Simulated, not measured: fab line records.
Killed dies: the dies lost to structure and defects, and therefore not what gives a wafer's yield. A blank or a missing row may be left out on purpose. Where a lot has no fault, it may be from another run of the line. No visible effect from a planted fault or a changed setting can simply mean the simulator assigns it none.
fab line records	flow n5-finfet
[record] lots = 6	wafers = 18	last-day = 18
route steps=1938 shown BEOL_M12@1643 BEOL_M13@1659 PASSIVATION@1936
lots with no fault: from the same line, run without faults
start-h: start of the lot's first displayed wafer, in hours after the record's first day	wait-h: hours from the lot's prior step to this one	" same as the row above	L1.1+2: a single row standing in for several wafers	- no value present, or no start provided	* or withheld: withheld	< > ~ a bound
route shown NAME@n: names a module that has steps shown in the file, with the first one's number in the route	usual: average and standard deviation across the fault-free wafers	same: alike in all rows	chamber/n: place in a boat	sites: readings site by site	_std_site: the values' standard deviation	_edge_site: outer sites' mean less inner sites'	radius-mm: how far each site lies from the wafer's centre	mask NAME#n: copy n	behind: the most recent tool/chamber to have shaped the wafer	hold: cause of the lot's hold/its duration in hours/its outcome	device: whichever transistor did not switch (one of n, p or np)	end of line: the same wafers' tests at the end of the route	step lacking rows: just its recipe	killed: the dies lost at the first sort to structure and to defects; this is not the yield of the wafer	map: shows each die of a wafer: x if killed, . if not, _ if none is there
set.NAME: the setting that was run; set.NAME@STEP: the one run at that earlier step	model.NAME: the simulator's own value behind a step, which no gauge read
a table for each step, a row for each wafer; lots at some steps of the route
services: when a tool's chamber went out of use (start-h, in hours from the record's first day, below 0 if earlier), for how many hours, and the reason
[[steps]]
[step N5_BEOL_M12_ETCH_38]
[recipe] chemistry = CF4/N2	target = SiCN	target-depth-a = 687	taper-deg = 2	time-s = 73.4	ion-energy-ev = 150	mask-material = SiO2	pressure-mtorr = 40	source-w = 430	bias-w = 70	Ar_flow_sccm = 100	cf4-flow-sccm = 60	n2-flow-sccm = 60
[step N5_BEOL_M12_PRECLEAN_39]
[recipe] chemistry = residue-remover	time-s = 60	temp-c = 40
[step N5_BEOL_M12_SRD_40]
[recipe] time-s = 30	temp-c = 23	rinse-liquid = diw	dry = n2-spin	spin-rpm = 1500	dry-time-s = 30
[step N5_BEOL_M12_DEGAS_41]
[recipe] ambient = vacuum	temp-c = 250	time-s = 60
[usual] heater-power-w = 343/35
lot.wafer	tool	chamber	start-h	wait-h	heater-power-w
L982.3	pvd-sputter-02	-	284.32	0.3	414
L982.4	"	-	"	"	362
L982.6	"	-	"	"	320
L986.1	pvd-sputter-03	-	288.61	0.5	346
L986.2	"	-	"	"	279
L986.4	"	-	"	"	357
L995.3	pvd-sputter-01	-	341.79	0.0	318
L995.5	"	-	"	"	323
L995.6	"	-	"	"	325
L999.1	pvd-sputter-02	-	361.25	0.3	325
L999.4	"	-	"	"	359
L999.5	"	-	"	"	321
L997.2	pvd-sputter-03	-	369.71	0.4	357
L997.4	"	-	"	"	347
L997.6	"	-	"	"	358
L101.1	pvd-sputter-01	-	387.32	0.1	322
L101.2	"	-	"	"	315
L101.4	"	-	"	"	364
[step N5_BEOL_M12_PRE_CLEAN_42]
[recipe] gas = H2/He	time-s = 30	temp-c = 250
[step N5_BEOL_M12_SPUTTER_43]
[recipe] material = TaN	target-thk-a = 150	temp-c = 50	bias-v = 168.6	power-w = 15000	chamber-pressure-pa = 0.12	time-s = 24.19
[step N5_BEOL_M12_SPUTTER_44]
[recipe] material = Ta	target-thk-a = 100	temp-c = 50	bias-v = 80	power-w = 15000	chamber-pressure-pa = 0.07	time-s = 16.13
[usual] substrate-temp-c = 50.00/0.12	throttle-valve-pct = 29.4/1.2
lot.wafer	tool	chamber	start-h	wait-h	substrate-temp-c	throttle-valve-pct
L982.3	pvd-sputter-02	-	284.48	0.0	49.92	30.1
L982.4	"	-	"	"	49.89	30.8
L982.6	"	-	"	"	50.05	29.6
L986.1	pvd-sputter-03	-	288.77	0.0	49.85	29.8
L986.2	"	-	"	"	49.92	27.4
L986.4	"	-	"	"	50.07	29.2
L995.3	pvd-sputter-01	-	341.95	0.0	50.03	27.3
L995.5	"	-	"	"	50.02	29.9
L995.6	"	-	"	"	50.03	27.2
L999.1	pvd-sputter-02	-	361.41	0.0	50.00	28.0
L999.4	"	-	"	"	50.06	31.1
L999.5	"	-	"	"	49.92	29.9
L997.2	pvd-sputter-03	-	369.87	0.0	49.98	29.0
L997.4	"	-	"	"	49.93	30.3
L997.6	"	-	"	"	50.05	29.3
L101.1	pvd-sputter-01	-	387.48	0.0	50.00	27.0
L101.2	"	-	"	"	50.03	29.8
L101.4	"	-	"	"	49.81	29.5
[step N5_BEOL_M12_SPUTTER_45]
[recipe] material = Cu	target-thk-a = 800	temp-c = -20	bias-v = 60	power-w = 26000	chamber-pressure-pa = 0.13	time-s = 13.33
[step N5_BEOL_M12_ECD_47]
[recipe] material = Cu	target-thk-a = 7200
[step N5_BEOL_M12_ANNEAL_48]
[recipe] temp-c = 225	time-s = 90	ambient = N2
[step N5_BEOL_M12_CMP_49]
[recipe] stop-on = SiOC	t-overpolish-s = 20.6	down-force-psi = 1	platen-rpm = 50	clearing-platen-down-force-psi = 1.5	clearing-platen-rpm = 50	post-cmp-clean = cu-alkaline	target-thk-nm = 320	clearing-platen-pad-velocity-m-s = 0.99484	pad-velocity-m-s = 0.99484
[usual] barrier-field-endpoint-s = 30.3/0.75	motor-current-A = 6.1/0.69	overpolish-run-s = 20.600/0.009	retaining-ring-pressure-frac = 1.000/0.0051
lot.wafer	tool	chamber	start-h	wait-h	barrier-field-endpoint-s	motor-current-A	overpolish-run-s	retaining-ring-pressure-frac
L982.4	cmp-01	0	285.26	0.2	30.9	6.3	20.600	1.004
L982.3	"	2	"	"	30.4	6.3	20.605	1.002
L982.6	"	3	"	"	30.3	5.7	20.592	1.006
L986.1	cmp-02	1	289.45	0.3	31.3	7.1	20.600	0.995
L986.4	"	2	"	"	30.6	7.2	20.595	1.001
L986.2	"	3	"	"	30.1	5.2	20.592	0.996
L995.3	cmp-02	0	343.38	0.2	31.2	6.3	20.604	1.001
L995.5	"	3	"	"	30.0	5.0	20.616	0.992
L995.6	"	0	"	"	29.7	6.8	20.595	0.999
L999.1	cmp-01	2	362.10	0.3	30.0	6.7	20.596	1.003
L999.4	"	0	"	"	29.9	6.8	20.597	0.994
L999.5	"	2	"	"	30.7	6.2	20.596	1.006
L997.4	cmp-01	1	370.85	0.4	30.5	6.6	20.603	0.994
L997.2	"	2	"	"	29.7	6.6	20.595	1.004
L997.6	"	3	"	"	30.8	5.7	20.599	0.999
L101.1	cmp-02	0	389.44	0.4	29.4	6.3	20.592	1.001
L101.2	"	2	"	"	29.1	6.6	20.601	1.009
L101.4	"	3	"	"	28.2	5.0	20.595	1.001
[step N5_BEOL_M12_THK_MEAS_50]
[recipe] thk-meas-gauge = xrf	reads = Cu_of_BEOL_M12_ECD_47
[usual] M12_THK = 324/4.6
lot.wafer	tool	chamber	start-h	wait-h	M12_THK[nm]
L982.3	film-metro-02	-	285.52	-	321
L982.4	"	-	"	"	327
L982.6	"	-	"	"	318
L986.1	film-metro-02	-	289.70	-	326
L986.2	"	-	"	"	324
L986.4	"	-	"	"	324
L995.3	film-metro-01	-	343.64	-	322
L995.5	"	-	"	"	323
L995.6	"	-	"	"	322
L999.1	film-metro-01	-	362.36	-	323
L999.4	"	-	"	"	326
L999.5	"	-	"	"	320
L997.2	film-metro-02	-	371.06	-	330
L997.4	"	-	"	"	332
L997.6	"	-	"	"	327
L101.1	film-metro-02	-	389.74	-	332
L101.2	"	-	"	"	326
L101.4	"	-	"	"	330
[step N5_BEOL_M12_PRE_CLEAN_52]
[recipe] gas = NH3	time-s = 15	temp-c = withheld	rf-power-w = 300
lot.wafer	tool	chamber	start-h	wait-h
L982.3+4+6	pecvd-02	1,2,2	285.57	0.0
L986.1+2+4	pecvd-01	1,2,0	289.74	0.0
L995.3+5+6	pecvd-02	2,1,2	343.68	0.0
L999.1+4+5	pecvd-01	1,1,2	362.39	0.0
L997.2+4+6	pecvd-02	1,0,1	371.10	0.0
L101.1+2+4	pecvd-01	2,0,1	389.77	0.0
[step N5_BEOL_M12_DEP_53]
[recipe] material = SiCN	target-thk-a = 300	temp-c = withheld	precursor = 3MS/NH3	pressure-torr = 3	rf-w = 675	time-s = 10.5
[usual] showerhead-plenum-p-Torr = 4.174/0.028	throttle-valve-pct = 17.9/0.69
lot.wafer	tool	chamber	start-h	wait-h	showerhead-plenum-p-Torr	throttle-valve-pct
L982.3	pecvd-02	1	285.61	0.0	4.210	18.3
L982.4	"	2	"	"	4.205	17.2
L982.6	"	2	"	"	4.204	17.2
L986.1	pecvd-01	1	289.77	0.0	4.184	17.7
L986.2	"	2	"	"	4.127	18.0
L986.4	"	0	"	"	4.150	18.5
L995.3	pecvd-02	2	343.70	0.0	4.188	17.5
L995.5	"	1	"	"	4.206	18.3
L995.6	"	2	"	"	4.200	17.1
L999.1	pecvd-01	1	362.42	0.0	4.168	17.8
L999.4	"	1	"	"	4.183	17.7
L999.5	"	2	"	"	4.145	18.4
L997.2	pecvd-02	1	371.13	0.0	4.209	18.4
L997.4	"	0	"	"	4.183	19.2
L997.6	"	1	"	"	4.198	18.4
L101.1	pecvd-01	2	389.80	0.0	4.134	18.4
L101.2	"	0	"	"	4.163	18.4
L101.4	"	1	"	"	4.179	17.8
[step N5_BEOL_M12_RS_MEAS_54]
[recipe] thk-meas-gauge = four-point-probe	reads = Cu_of_BEOL_M12_ECD_47+Ta_of_BEOL_M12_SPUTTER_44+TaN_of_BEOL_M12_SPUTTER_43
[usual] M12_RS = 0.0598/0.00075
lot.wafer	tool	chamber	start-h	wait-h	M12_RS[ohm/sq]
L982.3	film-metro-01	-	285.67	0.0	0.0600
L982.4	"	-	"	"	0.0593
L982.6	"	-	"	"	0.0609
L986.1	film-metro-02	-	289.83	0.0	0.0597
L986.2	"	-	"	"	0.0599
L986.4	"	-	"	"	0.0604
L995.3	film-metro-02	-	343.77	0.0	0.0597
L995.5	"	-	"	"	0.0596
L995.6	"	-	"	"	0.0597
L999.1	film-metro-02	-	362.48	0.0	0.0599
L999.4	"	-	"	"	0.0597
L999.5	"	-	"	"	0.0605
L997.2	film-metro-01	-	371.19	0.0	0.0593
L997.4	"	-	"	"	0.0588
L997.6	"	-	"	"	0.0601
L101.1	film-metro-01	-	389.86	0.0	0.0590
L101.2	"	-	"	"	0.0598
L101.4	"	-	"	"	0.0593
[step N5_BEOL_M12_INSPECT_55]
[recipe] inspect-instrument = darkfield	mode = post-dep
[usual] raw-defect-count = 68/27
lot.wafer	tool	chamber	start-h	wait-h	raw-defect-count
L982.3	defect-inspect-02	-	285.70	0.0	111
L982.4	"	-	"	"	112
L982.6	"	-	"	"	112
L986.1	defect-inspect-02	-	289.86	0.0	55
L986.2	"	-	"	"	48
L986.4	"	-	"	"	51
L995.3	defect-inspect-02	-	343.79	0.0	447
L995.5	"	-	"	"	457
L995.6	"	-	"	"	463
L999.1	defect-inspect-02	-	362.51	0.0	40
L999.4	"	-	"	"	75
L999.5	"	-	"	"	49
L997.2	defect-inspect-02	-	371.22	0.0	465
L997.4	"	-	"	"	461
L997.6	"	-	"	"	406
L101.1	defect-inspect-01	-	389.89	0.0	39
L101.2	"	-	"	"	32
L101.4	"	-	"	"	50
[step N5_BEOL_M13_ILD_DEP_00]
[recipe] material = SiOC	target-thk-a = 8379.2	temp-c = 350	precursor = DEMS/O2	pressure-torr = 5	rf-w = 500	time-s = 166.4
[usual] heater-power-w = 481/78	showerhead-plenum-p-Torr = 5.695/0.016	throttle-valve-pct = 11.8/0.35
lot.wafer	tool	chamber	start-h	wait-h	heater-power-w	showerhead-plenum-p-Torr	throttle-valve-pct
L982.3	pecvd-01	1	285.73	0.0	568	5.718	12.2
L982.4	"	2	"	"	485	5.660	11.8
L982.6	"	0	"	"	442	5.695	12.4
L986.1	pecvd-04	0	289.89	0.0	528	5.694	11.7
L986.2	"	2	"	"	599	5.682	11.2
L986.4	"	0	"	"	582	5.679	11.8
L995.3	pecvd-01	0	343.83	0.0	394	5.701	12.2
L995.5	"	2	"	"	487	5.671	11.7
L995.6	"	0	"	"	419	5.699	12.1
L999.1	pecvd-01	2	362.55	0.0	433	5.676	11.8
L999.4	"	0	"	"	421	5.695	12.5
L999.5	"	1	"	"	608	5.709	11.7
L997.2	pecvd-04	0	371.25	0.0	518	5.702	11.7
L997.4	"	1	"	"	400	5.703	11.0
L997.6	"	0	"	"	570	5.686	11.8
L101.1	pecvd-01	2	389.97	0.1	432	5.681	12.0
L101.2	"	1	"	"	579	5.715	11.8
L101.4	"	2	"	"	454	5.694	12.2
[step N5_BEOL_M13_THK_MEAS_01]
[recipe] reads = SiOC_of_BEOL_M13_ILD_DEP_00
[usual] M13_ILD_THK = 839/12
lot.wafer	tool	chamber	start-h	wait-h	M13_ILD_THK[nm]
L982.3	film-metro-01	-	285.88	0.1	850
L982.4	"	-	"	"	867
L982.6	"	-	"	"	861
L986.1	film-metro-01	-	290.10	0.2	831
L986.2	"	-	"	"	818
L986.4	"	-	"	"	828
L995.3	film-metro-01	-	343.98	0.1	816
L995.5	"	-	"	"	845
L995.6	"	-	"	"	847
L999.1	film-metro-01	-	362.70	0.1	851
L999.4	"	-	"	"	860
L999.5	"	-	"	"	872
L997.2	film-metro-01	-	371.40	0.1	845
L997.4	"	-	"	"	851
L997.6	"	-	"	"	869
L101.1	film-metro-02	-	390.12	0.1	845
L101.2	"	-	"	"	835
L101.4	"	-	"	"	850
[step N5_BEOL_M13_COAT_58]
[recipe] resist = BARC	temp-c = 205	time-s = 60	spin-rpm = 1500	resist-thk-nm = 89
[step N5_BEOL_M13_COAT_04]
[recipe] spin-rpm = 1625	resist-thk-nm = 400
[step N5_BEOL_M13_EBR_06]
[recipe] solvent = PGMEA	ebr-width-mm = 1.5
[step N5_BEOL_M13_SOFTBAKE_05]
[recipe] temp-c = 130	time-s = 60
[step N5_BEOL_M13_EXPOSE_07]
[recipe] mask-id = V12	na = 0.93	source-shape = conventional	sigma-outer = 0.6	polarization = unpolarized	attpsm-phase-deg = 180	dose-mj = 24.8
[step N5_BEOL_M13_PEB_08]
[recipe] peb-temp-c = 130	peb-time-s = 90
[step N5_BEOL_M13_DEVELOP_09]
[recipe] develop-time-s = 45	rinse-liquid = diw	dry = air-spin	dev-temp-c = 21
[step N5_BEOL_M13_HARDBAKE_14]
[recipe] temp-c = 130	time-s = 120
[step N5_BEOL_M13_CD_MEAS_10]
[recipe] target-cd-nm = 190	landing-energy-ev = 500	detector = se-inlens	polarity = opening
[usual] cd-nm = 189.9/1.8
[same] landing-energy-ev = 500
lot.wafer	tool	chamber	start-h	wait-h	cd-nm
L982.3	cd-sem-01	0	286.19	-	191.2
L982.4	"	0	"	"	191.8
L982.6	"	0	"	"	191.5
L986.1	cd-sem-03	0	290.41	-	189.6
L986.2	"	0	"	"	189.9
L986.4	"	0	"	"	190.7
L995.3	cd-sem-02	0	344.29	-	189.2
L995.5	"	0	"	"	188.1
L995.6	"	0	"	"	189.4
L999.1	cd-sem-02	0	363.00	-	192.3
L999.4	"	0	"	"	190.7
L999.5	"	0	"	"	191.6
L997.2	cd-sem-02	0	371.84	-	186.0
L997.4	"	0	"	"	185.8
L997.6	"	0	"	"	187.6
L101.1	cd-sem-01	0	390.57	-	186.2
L101.2	"	0	"	"	187.1
L101.4	"	0	"	"	184.7
[step N5_BEOL_M13_OVL_MEAS_11]
[recipe] points-per-wafer = 44
[usual] V12_OVL = -2/5.9
lot.wafer	tool	chamber	start-h	wait-h	V12_OVL[nm]
L982.3	overlay-02	0	286.22	0.0	-7
L982.4	"	0	"	"	-5
L982.6	"	0	"	"	-4
L986.1	overlay-02	0	290.44	0.0	0
L986.2	"	0	"	"	-6
L986.4	"	0	"	"	-2
L995.3	overlay-01	0	344.32	0.0	0
L995.5	"	0	"	"	-3
L995.6	"	0	"	"	2
L999.1	overlay-01	0	363.03	0.0	-6
L999.4	"	0	"	"	-2
L999.5	"	0	"	"	-7
L997.2	overlay-02	0	371.87	0.0	7
L997.4	"	0	"	"	5
L997.6	"	0	"	"	5
L101.1	overlay-01	0	390.60	0.0	3
L101.2	"	0	"	"	10
L101.4	"	0	"	"	4
[step N5_BEOL_M13_INSPECT_12]
[recipe] mode = adi	inspect-instrument = macro
[usual] raw-defect-count = 2.0/1.3
lot.wafer	tool	chamber	start-h	wait-h	raw-defect-count
L982.3	defect-inspect-02	-	286.24	0.0	1
L982.4	"	-	"	"	2
L982.6	"	-	"	"	3
L986.1	defect-inspect-02	-	290.46	0.0	3
L986.2	"	-	"	"	1
L986.4	"	-	"	"	2
L995.3	defect-inspect-02	-	344.34	0.0	>300
L995.5	"	-	"	"	>300
L995.6	"	-	"	"	>300
L999.1	defect-inspect-01	-	363.05	0.0	2
L999.4	"	-	"	"	1
L999.5	"	-	"	"	3
L997.2	defect-inspect-01	-	371.89	0.0	>300
L997.4	"	-	"	"	>300
L997.6	"	-	"	"	>300
L101.1	defect-inspect-01	-	390.63	0.0	2
L101.2	"	-	"	"	4
L101.4	"	-	"	"	1
[step N5_BEOL_M13_DESCUM_15]
[recipe] chemistry = O2	time-s = 7.9	source-power-w = 50	bias-power-w = 20	pressure-mtorr = 20	rf-frequency-hz = 2.712e+07	temp-c = 40	o2-flow-sccm = 225
[step N5_PASSIVATION_PROBE_49]
[usual] defect-limited-yield = 91.3/1.4	killed_at_M0_to_M3 = 36/11	killed_at_M4_up = 13/5.2	killed-at-contacts = 13/6.5	killed-at-front-end = 37/11	killed-at-other = 3.6/2.9	killed-dies = 103/17	killed-on-rim = 13/3.6	killed-open = 68/12	killed-short = 33/7.3	sort_bin_4_leakage = 0.01/0.039	sort_bin_5_function = 5.2/0.91	sort_bin_6_memory = 3.2/0.67	sort-n-pass = 1077/17	sort-yield-pct = 91.3/1.4
[same] gross-dies = 1180	killed-at-back-side = 0	sort_bin_8_speed[%] = 0
lot.wafer	tool	chamber	start-h	wait-h	defect-limited-yield[%]	killed_at_M0_to_M3	killed_at_M4_up	killed-at-contacts	killed-at-front-end	killed-at-other	killed-dies	killed-on-rim	killed-open	killed-short	sort_bin_4_leakage[%]	sort_bin_5_function[%]	sort_bin_6_memory[%]	sort-n-pass	sort-yield-pct[%]
L982.3	prober-01	-	319.90	0.1	92.4	15	12	13	48	2	90	18	62	28	0	4.8	2.5	1090	92.4
L982.4	prober-01	-	319.95	0.2	93.1	29	10	10	30	2	81	16	61	20	0	4.1	2.5	1099	93.1
L982.6	prober-01	-	320.05	0.3	92.8	26	4	14	38	3	85	10	58	27	0	4.6	2.3	1095	92.8
L986.1	prober-01	-	322.39	0.1	91.2	36	14	21	32	1	104	12	64	40	0	5.0	3.7	1076	91.2
L986.2	prober-01	-	322.44	0.2	91.9	32	10	17	36	1	96	16	72	23	0	4.2	3.7	1084	91.9
L986.4	prober-01	-	322.54	0.3	91.7	26	11	26	32	3	98	13	73	25	0	4.9	2.7	1082	91.7
L995.3	prober-01	-	378.38	0.1	84.2	30	122	6	24	5	187	25	57	21	0	11.5	3.1	993	84.2
L995.5	prober-01	-	378.48	0.2	88.9	23	63	2	37	6	131	28	49	30	0	6.6	3.1	1049	88.9
L995.6	prober-01	-	378.53	0.3	83.6	35	110	13	25	10	193	21	56	29	0	10.5	3.7	987	83.6
L997.2	prober-02	-	404.36	0.1	88.5	45	61	11	19	0	136	30	51	30	0	6.7	3.6	1044	88.5
L997.4	prober-02	-	404.46	0.2	82.5	39	124	15	24	4	206	22	61	34	0	10.6	4.2	974	82.5
L997.6	prober-02	-	404.56	0.3	88.2	34	61	14	27	3	139	27	61	26	0	7.1	3.2	1041	88.2
L101.1	prober-01	-	427.29	0.0	92.1	12	14	20	45	2	93	11	61	28	0	5.4	2.3	1087	92.1
L101.2	prober-01	-	427.34	0.1	90.0	27	10	10	71	0	118	12	79	39	0	7.0	2.8	1062	90.0
L101.4	prober-01	-	427.44	0.2	90.4	25	16	20	51	1	113	8	74	37	0	5.7	3.7	1067	90.4
// killed by level:class
L982.3 FIN_SAQP:geometric-particle:open=15 FIN_SAQP:geometric-particle:short=10 MOL_CONTACT_COAG:geometric-particle:open=9 STI_FIN_REVEAL:geometric-particle:open=8 BEOL_M4:geometric-particle:open=7 BEOL_M0_SAQP:geometric-particle:open=5 BEOL_M0_SAQP:geometric-particle:short=5 MOL_CONTACT_COAG:geometric-particle:short=4
L982.4 FIN_SAQP:geometric-particle:open=8 MOL_CONTACT_COAG:geometric-particle:open=8 BEOL_M0_SAQP:geometric-particle:open=8 BEOL_M3:geometric-particle:open=7 FIN_SAQP:geometric-particle:short=6 STI_FIN_REVEAL:geometric-particle:open=6 BEOL_M2:geometric-particle:open=6 GATE_CUT:geometric-particle:short=4
L982.6 MOL_CONTACT_COAG:geometric-particle:open=12 FIN_SAQP:geometric-particle:open=10 FIN_SAQP:geometric-particle:short=10 STI_FIN_REVEAL:geometric-particle:open=7 BEOL_M0_SAQP:geometric-particle:open=6 BEOL_M2:geometric-particle:open=6 BEOL_M3:geometric-particle:open=4 BEOL_M0_SAQP:geometric-particle:short=4
L986.1 BEOL_M1:geometric-particle:open=14 MOL_CONTACT_COAG:geometric-particle:open=11 MOL_CONTACT_COAG:geometric-particle:short=10 DUMMY_GATE:geometric-particle:open=8 BEOL_M3:geometric-particle:open=5 BEOL_M0_SAQP:geometric-particle:short=5 BEOL_M4:geometric-particle:short=5 BEOL_M4:geometric-particle:open=5
L986.2 MOL_CONTACT_COAG:geometric-particle:open=17 FIN_SAQP:geometric-particle:open=10 BEOL_M0_SAQP:geometric-particle:open=8 STI_FIN_REVEAL:geometric-particle:open=7 BEOL_M0_SAQP:geometric-particle:short=7 DUMMY_GATE:geometric-particle:open=5 BEOL_M4:geometric-particle:open=5 GATE_CUT:geometric-particle:open=4
L986.4 MOL_CONTACT_COAG:geometric-particle:open=21 BEOL_M0_SAQP:geometric-particle:open=8 BEOL_M4:geometric-particle:open=8 STI_FIN_REVEAL:geometric-particle:open=7 DUMMY_GATE:geometric-particle:open=6 MOL_CONTACT_COAG:geometric-particle:short=5 FIN_SAQP:geometric-particle:open=4 FIN_SAQP:geometric-particle:short=4
L995.3 BEOL_M12:unspecified=108 BEOL_M1:geometric-particle:open=16 BEOL_M0_SAQP:geometric-particle:open=6 FIN_SAQP:geometric-particle:open=5 FIN_SAQP:geometric-particle:short=4 STI_FIN_REVEAL:geometric-particle:open=4 MOL_CONTACT_COAG:geometric-particle:open=4 STARTING-WAFER:geometric-particle:open=4
L995.5 BEOL_M12:unspecified=52 FIN_SAQP:geometric-particle:short=10 BEOL_M0_SAQP:geometric-particle:open=6 DUMMY_GATE:geometric-particle:open=5 BEOL_M0_SAQP:geometric-particle:short=5 BEOL_M1:geometric-particle:open=5 ILD0:geometric-particle:short=4 BEOL_M4:geometric-particle:open=4
L995.6 BEOL_M12:unspecified=106 MOL_CONTACT_COAG:geometric-particle:open=13 BEOL_M0_SAQP:geometric-particle:short=9 BEOL_M0_SAQP:geometric-particle:open=7 BEOL_M1:geometric-particle:open=7 GATE_CUT:geometric-particle:short=6 BEOL_M2:geometric-particle:open=6 FIN_SAQP:geometric-particle:open=5
L997.2 BEOL_M12:unspecified=53 MOL_CONTACT_COAG:geometric-particle:open=10 BEOL_M1:geometric-particle:open=9 BEOL_M0_SAQP:geometric-particle:open=9 BEOL_M1:geometric-particle:short=7 BEOL_M2:geometric-particle:open=6 BEOL_M3:geometric-particle:open=6 FIN_SAQP:geometric-particle:short=5
L997.4 BEOL_M12:unspecified=110 MOL_CONTACT_COAG:geometric-particle:open=13 BEOL_M0_SAQP:geometric-particle:open=12 FIN_SAQP:geometric-particle:open=9 BEOL_M0_SAQP:geometric-particle:short=7 BEOL_M1:geometric-particle:open=6 BEOL_M2:geometric-particle:open=5 FIN_SAQP:geometric-particle:short=4
L997.6 BEOL_M12:unspecified=51 MOL_CONTACT_COAG:geometric-particle:open=14 BEOL_M2:geometric-particle:open=10 FIN_SAQP:geometric-particle:short=7 BEOL_M0_SAQP:geometric-particle:short=7 BEOL_M0_SAQP:geometric-particle:open=6 BEOL_M1:geometric-particle:open=6 FIN_SAQP:geometric-particle:open=4
L101.1 MOL_CONTACT_COAG:geometric-particle:open=17 FIN_SAQP:geometric-particle:short=10 FIN_SAQP:geometric-particle:open=8 STI_FIN_REVEAL:geometric-particle:open=8 DUMMY_GATE:geometric-particle:open=4 BEOL_M4:geometric-particle:open=4 ILD0:geometric-particle:open=3 GATE_CUT:geometric-particle:short=3
L101.2 FIN_SAQP:geometric-particle:open=15 FIN_SAQP:geometric-particle:short=12 STI_FIN_REVEAL:geometric-particle:open=11 DUMMY_GATE:geometric-particle:open=11 BEOL_M1:geometric-particle:open=9 GATE_CUT:geometric-particle:short=7 MOL_CONTACT_COAG:geometric-particle:open=7 BEOL_M0_SAQP:geometric-particle:open=6
L101.4 MOL_CONTACT_COAG:geometric-particle:open=17 FIN_SAQP:geometric-particle:open=12 FIN_SAQP:geometric-particle:short=10 BEOL_M2:geometric-particle:open=9 GATE_CUT:geometric-particle:short=7 STI_FIN_REVEAL:geometric-particle:open=6 BEOL_M3:geometric-particle:open=5 BEOL_M5:geometric-particle:open=5
// map L995.6 (x killed, . not)
_________________............________________
______________.................._____________
___________..x...x....x............__________
__________...............x.....x...._________
________..xx....x..........x........xx_______
_______................x.............x.______
______.................x............xx.._____
_____...........................x.x.xxx..____
____.......x....................xxxxxxxxxx___
___...............x............xxxxxxxxxxxx__
___................x...x..xx..xxxxxxxxxxxxx__
__.....x......................xxxxxxxxxxxxx._
__.......xx..................x..xxxxxxxxxxxx_
_...............x........xx.x..xxxxxxxxxxx.x.
_.x....................x.......xx.xxxxxxx.xxx
_...........x...x...............xxxxxxxxxxx..
_.............................x...xx..xxx....
_...............x....................xx..x...
_.......x...x...x.x.....x.................xx.
_........x.x......x..x.x......x..............
_...........x.............x...x....x.........
__...........x.x..x...............x........._
__....x......................x........x.x..._
___x...................................x...__
___.....................................x..__
____.x...........x.xx..x...........x....x.___
_____..x...................x.............____
______.........x..................x....._____
_______................................______
________...x........................x._______
__________.......x.................._________
___________....xx..........x.......__________
______________..........x......._____________
_________________...x.x.....x________________
// map L997.4 (x killed, . not)
_________________............________________
______________.........x........_____________
___________..x................x....__________
__________.............x............_________
________.............................._______
_______....................x.x......x..______
______....x........x...................x_____
_____..........................x.........____
____.....x.............x.x................___
___........................................__
___x...................x...x...............__
__.x...............x......................x._
__..x.............x....x.x....xx..x........._
_....x...........xx......x..........x...x....
_........xx.............................x....
_x..............x....x.x...x.................
_x...............x............xx...x.....x...
_.....x..x.x....x.....x......x...x..xxx.xx...
_..x............................xxxxxxx.xx..x
_.........x...............x..x.xxxxxxxxx.xx.x
_..x........x................xxxxxxxxxxxxxx.x
__.....xx..............x...x...xxxxxxxxxxxx._
__.x...............x....x......xxxxxxxxxxx.._
___...........................xxxxxxxxxxxxx__
___................x.....x.....xxxxxxxxxx.x__
____.x.x..x.x.x.........x......xxxxxxxxxx.___
_____...xx................x..x.x..xxxxxxx____
______...x.....................xx.xxxxx._____
_______.....................x.....x.x..______
________..................xx.....x...x_______
__________.........................._________
___________........................__________
______________........x...x..x.._____________
_________________x.......x...________________
[[services]]
tool	chamber	start-h	hours	kind
pecvd-01	-	261.97	1.2	repair
pecvd-04	1	274.60	19.2	repair
cmp-01	-	279.23	5.3	pm
pecvd-02	0	285.39	2.1	scheduled-down
pvd-sputter-01	-	306.96	5.3	repair
pecvd-04	-	312.91	0.8	repair
cmp-01	-	315.34	1.4	repair
pecvd-01	0	319.29	2.1	scheduled-down
pvd-sputter-01	-	347.23	7.8	repair
cmp-01	-	348.93	0.4	repair
cmp-01	-	349.72	1.6	repair
cmp-01	-	355.40	3.8	repair
pvd-sputter-01	-	365.53	1.5	repair
cmp-02	-	368.43	4.0	pm
cmp-02	-	372.43	-	consumable-replace:conditioner
cmp-02	-	372.43	-	consumable-replace:pad
pecvd-04	0	385.38	5.5	scheduled-down
[[key]]
[first-sign] step = N5_BEOL_M12_INSPECT_55	reading = raw-defect-count	direction = up	sigmas = 14	usual = 68	struck = 450
[effect] step = N5_BEOL_M13_INSPECT_12	reading = raw-defect-count	direction = up	sigmas = 99+	usual = 2.0	struck = >300
[effect] step = N5_PASSIVATION_PROBE_49	reading = killed_at_M4_up	direction = up	sigmas = 15	usual = 13	struck = 90
[more-kills-born-at] N5_BEOL_M12_PRE_CLEAN_52@pecvd-02 = 480
met-at N5_BEOL_M12_PRE_CLEAN_52
struck-wafers L995.3,L995.5,L995.6,L997.2,L997.4,L997.6
onset-between 285.57 343.68
also-fits N5_BEOL_M12_DEP_53:pecvd-02
[fault] kind = chamber-particle-source	tool = pecvd-02	chamber = -	onset-h = 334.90	steps = N5_BEOL_M12_PRE_CLEAN_52	rate-per-visit-cm2 = 0.60412	end-h = 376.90
